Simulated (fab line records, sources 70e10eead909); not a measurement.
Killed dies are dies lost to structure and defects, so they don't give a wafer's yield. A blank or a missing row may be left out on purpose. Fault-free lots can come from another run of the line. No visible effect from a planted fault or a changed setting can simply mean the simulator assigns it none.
fab line records | flow nandHarc
record lots=5 | wafers=15 | lastDay=25
route steps=1159 shown P_GATE@185
lots with no fault: from the same line, run without faults
startH: hours from the record's opening day to when the first of the lot's shown wafers began | waitH: hours elapsed since this lot's preceding step | " unchanged from the row above | L1.1+2: several wafers, shown together as one row | - value missing, or start not given | * or withheld: withheld | < > ~ a bound
route shown NAME@n: NAME is a module with steps in the file, n the number in the route of the first one | usual: mean/standard deviation of fault-free wafers | same: alike in all rows | chamber/n: place in a boat | sites: readings site by site | _std_site: how widely they spread, as a standard deviation | _edge_site: inner sites' mean taken away from outer sites' mean | radiusMm: how far each site lies from the wafer's centre | mask NAME#n: copy n | behind: the last tool/chamber to shape the wafer | hold: why the lot went on hold/how many hours it stayed there/how the hold came to an end | device: whichever transistor did not switch (one of n, p or np) | end of line: the same wafers' tests at the end of the route | a step with no rows: only its recipe | killed: at the first sort, the dies lost to defects and structure; wafer yield is something else | map: shows each die of a wafer: x if killed, . if not, _ if none is there
set.NAME: the setting as run; set.NAME@STEP: as run at that earlier step | model.NAME: the simulator's own value behind a step, which no gauge read
a table for each step, a row for each wafer; lots at some steps of the route
services: when a tool's chamber went out of use (startH, in hours from the record's first day, below 0 if earlier), for how many hours, and the reason
## steps
# step NHARC_P_GATE_CD_MEAS_59
# recipe targetCdNm=720 | landingEnergyEv=500
# usual cdNm=719.5/1.2
lot.wafer | tool     | chamber | startH | waitH | cdNm
L723.1    | cdSem-01 | 0       | 99.15  | -     | 718.5
L723.3    | "        | 0       | "      | "     | 718.8
L723.4    | "        | 0       | "      | "     | 718.1
L728.1    | cdSem-01 | 0       | 128.97 | -     | 719.6
L728.3    | "        | 0       | "      | "     | 720.8
L728.4    | "        | 0       | "      | "     | 719.5
L738.1    | cdSem-03 | 0       | 192.59 | -     | 718.9
L738.2    | "        | 0       | "      | "     | 720.2
L738.5    | "        | 0       | "      | "     | 718.2
L745.1    | cdSem-02 | 0       | 231.77 | -     | 719.9
L745.5    | "        | 0       | "      | "     | 720.1
L745.6    | "        | 0       | "      | "     | 719.5
L746.3    | cdSem-03 | 0       | 239.94 | -     | 720.5
L746.5    | "        | 0       | "      | "     | 719.6
L746.6    | "        | 0       | "      | "     | 719.9
# step NHARC_P_GATE_HARDBAKE_60
# recipe tempC=125 | timeS=80
# step NHARC_P_GATE_DESCUM_61
# recipe timeS=3 | o2FlowSccm=200 | arFlowSccm=0 | biasPowerW=0 | chemistry=O2
# usual drypumpMotorCurrentA=5.60/0.29 | o2FlowSccm=199.9/0.61 | oesProductAu=1.001/0.0072 | rfVppV=57.9/0.91 | showerheadPlenumPTorr=1.93/0.076 | throttleValvePct=11.311/0.0089
lot.wafer | tool       | chamber | startH | waitH | drypumpMotorCurrentA | o2FlowSccm | oesProductAu | rfHoursCounterH | rfVppV | showerheadPlenumPTorr | throttleValvePct
L723.3    | rieDiel-04 | 2       | 99.32  | -     | 5.08                 | 200.3      | 1.000        | 57              | 58.7   | 1.95                  | 11.314
L723.1    | "          | 3       | "      | "     | 5.76                 | 199.8      | 1.004        | 58              | 58.5   | 1.99                  | 11.309
L723.4    | "          | 0       | "      | "     | 5.36                 | 200.1      | 0.998        | 57              | 57.0   | 1.88                  | 11.307
L728.1    | rieDiel-02 | 2       | 129.13 | -     | 6.25                 | 199.8      | 0.990        | 54              | 61.5   | 2.03                  | 11.311
L728.4    | "          | 3       | "      | "     | 4.91                 | 200.4      | 1.007        | 52              | 58.6   | 1.91                  | 11.301
L728.3    | "          | 1       | "      | "     | 5.83                 | 198.8      | 1.000        | 54              | 58.1   | 1.91                  | 11.318
L738.1    | rieDiel-02 | 3       | 192.75 | -     | 4.95                 | 200.2      | 1.002        | 15              | 57.8   | 1.91                  | 11.311
L738.2    | "          | 0       | "      | "     | 5.65                 | 201.1      | 1.006        | 15              | 58.5   | 2.04                  | 11.288
L738.5    | "          | 0       | "      | "     | 5.63                 | 200.0      | 0.992        | -               | 58.2   | 2.04                  | 11.304
L745.1    | rieDiel-12 | 0       | 231.94 | -     | 5.52                 | 200.3      | 1.008        | 4               | 56.4   | 2.01                  | 11.322
L745.6    | "          | 3       | "      | "     | 5.40                 | 199.0      | 0.997        | -               | 58.1   | 1.85                  | 11.311
L745.5    | "          | 0       | "      | "     | 5.51                 | 200.1      | 1.009        | -               | 56.6   | 2.01                  | 11.308
L746.3    | rieDiel-12 | 1       | 240.13 | -     | 5.78                 | 200.2      | 0.991        | 5               | 58.2   | 1.90                  | 11.294
L746.6    | "          | 2       | "      | "     | 5.85                 | 199.8      | 0.995        | -               | 56.0   | 1.85                  | 11.290
L746.5    | "          | 3       | "      | "     | 5.43                 | 200.5      | 0.999        | -               | 56.3   | 1.85                  | 11.305
# step NHARC_P_GATE_IMPLANT_62
# recipe energyKev=20 | doseCm2=3e+15 | tiltDeg=7
# step NHARC_P_GATE_STRIP_112
# recipe powerW=1500 | tempC=110 | timeS=200 | chemistry=N2/H2
# usual drypumpMotorCurrentA=6.18/0.2 | heaterPowerW=89/6 | rfReflPowerW=24/8.2
lot.wafer | tool           | chamber | startH | waitH | drypumpMotorCurrentA | heaterPowerW | rfHoursCounterH | rfReflPowerW
L723.1    | plasmaAsher-02 | 1       | 100.09 | 0.2   | 5.98                 | 92           | 28              | 31
L723.4    | "              | 1       | "      | "     | 5.99                 | 94           | -               | 30
L723.3    | "              | 0       | "      | "     | 6.38                 | 80           | -               | 23
L728.1    | plasmaAsher-02 | 0       | 129.54 | 0.2   | 6.39                 | 81           | 41              | 23
L728.3    | "              | 1       | "      | "     | 5.99                 | 90           | -               | 29
L728.4    | "              | 0       | "      | "     | 6.38                 | 81           | -               | 24
L738.1    | plasmaAsher-01 | 0       | 193.14 | 0.2   | 6.37                 | 97           | 31              | 32
L738.2    | "              | 1       | "      | "     | 5.94                 | 85           | 31              | 11
L738.5    | "              | 1       | "      | "     | 5.99                 | 87           | -               | 11
L745.1    | plasmaAsher-02 | 0       | 232.30 | 0.2   | 6.39                 | 79           | 13              | 23
L745.5    | "              | 0       | "      | "     | 6.38                 | 79           | -               | 22
L745.6    | "              | 1       | "      | "     | 6.01                 | 93           | -               | 29
L746.3    | plasmaAsher-02 | 0       | 240.60 | 0.3   | 6.39                 | 79           | -               | 22
L746.6    | "              | 1       | "      | "     | 6.00                 | 94           | -               | 32
L746.5    | "              | 0       | "      | "     | 6.39                 | 80           | -               | 23
# step NHARC_P_GATE_STRIP_76
# recipe powerW=1500 | tempC=250 | chemistry=O2
# usual drypumpMotorCurrentA=6.18/0.2 | heaterPowerW=332/22 | rfReflPowerW=24/8.1
lot.wafer | tool           | chamber | startH | waitH | drypumpMotorCurrentA | heaterPowerW | rfHoursCounterH | rfReflPowerW
L723.1    | plasmaAsher-02 | 1       | 100.35 | 0.2   | 5.97                 | 338          | 29              | 31
L723.4    | "              | 1       | "      | "     | 5.95                 | 340          | -               | 30
L723.3    | "              | 0       | "      | "     | 6.39                 | 304          | -               | 23
L728.1    | plasmaAsher-02 | 0       | 129.77 | 0.2   | 6.42                 | 294          | 42              | 23
L728.3    | "              | 1       | "      | "     | 5.99                 | 344          | -               | 31
L728.4    | "              | 0       | "      | "     | 6.38                 | 301          | -               | 23
L738.1    | plasmaAsher-01 | 0       | 193.40 | 0.2   | 6.35                 | 357          | 31              | 31
L738.2    | "              | 1       | "      | "     | 5.98                 | 319          | 31              | 10
L738.5    | "              | 1       | "      | "     | 6.00                 | 327          | -               | 10
L745.1    | plasmaAsher-02 | 0       | 232.56 | 0.2   | 6.37                 | 300          | 13              | 24
L745.5    | "              | 0       | "      | "     | 6.37                 | 308          | -               | 24
L745.6    | "              | 1       | "      | "     | 5.99                 | 344          | -               | 29
L746.3    | plasmaAsher-02 | 0       | 240.76 | 0.1   | 6.39                 | 298          | -               | 22
L746.6    | "              | 1       | "      | "     | 6.00                 | 340          | -               | 29
L746.5    | "              | 0       | "      | "     | 6.41                 | 286          | -               | 22
# step NHARC_P_GATE_STRIP_63
# recipe timeS=900 | tempC=130 | chemistry=SPM
# step NHARC_P_GATE_DEHYDRATE_83
# recipe tempC=150 | timeS=120
# step NHARC_P_GATE_HMDS_84
# recipe timeS=30
# step NHARC_P_GATE_COAT_85
# recipe spinRpm=3000
# step NHARC_P_GATE_SOFTBAKE_86
# recipe tempC=122 | timeS=95
# step NHARC_P_GATE_EBR_87
# step NHARC_P_GATE_EXPOSE_88
# recipe na=0.6 | targetCdNm=2000 | doseMj=11.87 | maskId=P_HVN
# same na=0.6
lot.wafer  | tool          | chamber | startH | waitH | mask
L723.1+3+4 | krfScanner-02 | 0       | 101.11 | -     | P_HVN#0
L728.1+3+4 | krfScanner-02 | 0       | 130.40 | -     | P_HVN#0
L738.1+2+5 | krfScanner-02 | 0       | 194.04 | -     | P_PSD#0
L745.1+5+6 | krfScanner-01 | 0       | 233.20 | -     | P_HVN#0
L746.3+5+6 | krfScanner-03 | 0       | 241.50 | -     | P_HVN#0
# step NHARC_P_GATE_PEB_89
# recipe pebTempC=118 | pebTimeS=85
# step NHARC_P_GATE_DEVELOP_90
# recipe timeS=70
# step NHARC_P_GATE_CD_MEAS_91
# recipe targetCdNm=2000 | landingEnergyEv=500
# usual cdNm=1999.7/1.3
lot.wafer | tool     | chamber | startH | waitH | cdNm
L723.1    | cdSem-03 | 0       | 101.27 | -     | 2000.1
L723.3    | "        | 0       | "      | "     | 1998.6
L723.4    | "        | 0       | "      | "     | 1999.0
L728.1    | cdSem-01 | 0       | 130.56 | -     | 1999.9
L728.3    | "        | 0       | "      | "     | 1999.9
L728.4    | "        | 0       | "      | "     | 1999.9
L738.1    | cdSem-03 | 0       | 194.19 | -     | -
L738.2    | "        | 0       | "      | "     | -
L738.5    | "        | 0       | "      | "     | -
L745.1    | cdSem-03 | 0       | 233.36 | -     | 2001.0
L745.5    | "        | 0       | "      | "     | 2000.9
L745.6    | "        | 0       | "      | "     | 1999.9
L746.3    | cdSem-01 | 0       | 241.66 | -     | 2000.6
L746.5    | "        | 0       | "      | "     | 2002.2
L746.6    | "        | 0       | "      | "     | 2002.4
# step NHARC_P_GATE_HARDBAKE_92
# recipe tempC=125 | timeS=80
## services
tool           | chamber | startH | hours | kind
rieDiel-02     | 0       | 81.52  | -     | clean
rieDiel-02     | 1       | 81.52  | -     | clean
krfScanner-01  | -       | 84.00  | 4.0   | pm
plasmaAsher-01 | -       | 99.15  | 9.0   | pm
rieDiel-04     | -       | 112.09 | 9.0   | pm
rieDiel-12     | 3       | 116.65 | 4.4   | repair
rieDiel-04     | 1       | 121.94 | 9.3   | repair
rieDiel-04     | -       | 130.91 | 2.7   | repair
rieDiel-12     | 3       | 146.58 | 16.9  | repair
krfScanner-02  | -       | 147.15 | 1.5   | repair
rieDiel-02     | -       | 151.26 | 9.0   | pm
krfScanner-02  | -       | 163.61 | 1.0   | repair
krfScanner-03  | -       | 168.00 | 4.0   | pm
plasmaAsher-02 | -       | 183.11 | 9.0   | pm
plasmaAsher-02 | 0       | 183.11 | 9.0   | ventCycle
plasmaAsher-02 | 1       | 183.11 | 9.0   | ventCycle
krfScanner-02  | 0       | 190.02 | -     | calibration
plasmaAsher-02 | 0       | 192.11 | -     | clean
plasmaAsher-02 | 1       | 192.11 | -     | clean
rieDiel-12     | 1       | 198.75 | 4.1   | repair
rieDiel-12     | -       | 202.40 | 9.0   | pm
krfScanner-02  | -       | 210.02 | 4.0   | pm
rieDiel-02     | 1       | 218.06 | 10.4  | repair
krfScanner-01  | -       | 230.54 | 0.9   | repair
## key
firstSign step=NHARC_P_GATE_EXPOSE_88 | reading=mask | direction=changed
effect step=NHARC_P_GATE_CD_MEAS_91 | reading=cdNm | direction=missing
metAt NHARC_P_GATE_EXPOSE_88
struckWafers L738.1,L738.2,L738.5
laterRowsLeftOut L738.1,L738.2,L738.5
sortLeftOut L738.1,L738.2,L738.5
testerLeftOut L738
onsetBetween 130.40 194.04
fault kind=wrongMask | tool=any | chamber=- | onsetH=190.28 | steps=NHARC_P_GATE_EXPOSE_88 | auxCopy=P_PSD#0 | scope=struckLotsOnly
# testerLeftOut: of these lots the tester's yield and bins aren't shown, on N5 and GAA mostly nor the transistor test; their killed dies are dies lost to structure and defects alone, not to doping, threshold or leakage, so they don't give the yield
# sortLeftOut: the simulated sort isn't trusted on such a fault, so these wafers' sort isn't shown, and their yield isn't known
# laterRowsLeftOut: the simulator's readings of these wafers behind a module that went badly wrong aren't trusted and aren't shown, but for the sort
